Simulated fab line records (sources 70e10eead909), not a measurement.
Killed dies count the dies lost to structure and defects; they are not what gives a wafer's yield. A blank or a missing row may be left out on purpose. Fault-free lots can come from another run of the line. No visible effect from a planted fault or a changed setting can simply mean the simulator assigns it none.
Matching of chambers	flow nand harc	NHARC_A_CHANNEL_FILL_D1_ALD_02 on ald hk-02 has 4 sister chambers
The step deposits SiO2, target thk 6 nm, pulse time 10 s, ald cycles 60. 8 wafers are shown with their chamber, then 12 later ones without.

== EACH WAFER AND ITS CHAMBER ==
wafer	chamber	heater power w (W)	precursor pulse height rel
L077.5	0	525	0.984
L083.2	0	527	0.997
L089.1	2	398	0.998
L089.4	3	450	0.999
L089.5	1	498	1.026
L088.1	1	489	1.013
L088.5	3	448	0.984
L088.6	2	405	1.023

== WAFERS WITH NO CHAMBER GIVEN ==
wafer	heater power w (W)	precursor pulse height rel
L092.3	404	0.996
L092.4	473	0.996
L092.5	490	1.020
L094.1	472	0.993
L094.4	528	1.015
L094.6	414	1.025
L095.2	470	0.992
L095.5	477	0.994
L095.6	534	1.020
L096.3	473	1.009
L096.5	436	0.987
L096.6	403	1.013

== EACH ONE'S CHAMBER ==
wafer	from the rows above	in truth
L092.3	2	2
L092.4	can't be placed: 1 or 3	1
L092.5	1	1
L094.1	can't be placed: 3 or 1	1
L094.4	0	0
L094.6	2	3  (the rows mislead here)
L095.2	can't be placed: 3 or 1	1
L095.5	1	1
L095.6	0	0
L096.3	can't be placed: 1 or 3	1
L096.5	3	3
L096.6	2	2
Placed correctly: 7 of 12. Unplaceable from these rows: 4, with the true chamber sitting among the candidates in 4. Placed wrongly: 1.
How it was worked out, from the rows above alone: a wafer's distance from a chamber is the root of the sum, over the readings, of the square of ((its reading less the chamber's mean) divided by the reading's scatter). If the next closest chamber is less than 2 further off than the closest, the wafer can't be placed; otherwise it belongs to the closest. For every chamber, the mean is computed from those of its wafers that are shown. The scatter is the square root of a quotient: the sum, over the shown wafers, of each reading's squared deviation from its chamber's mean, divided by wafers minus chambers.
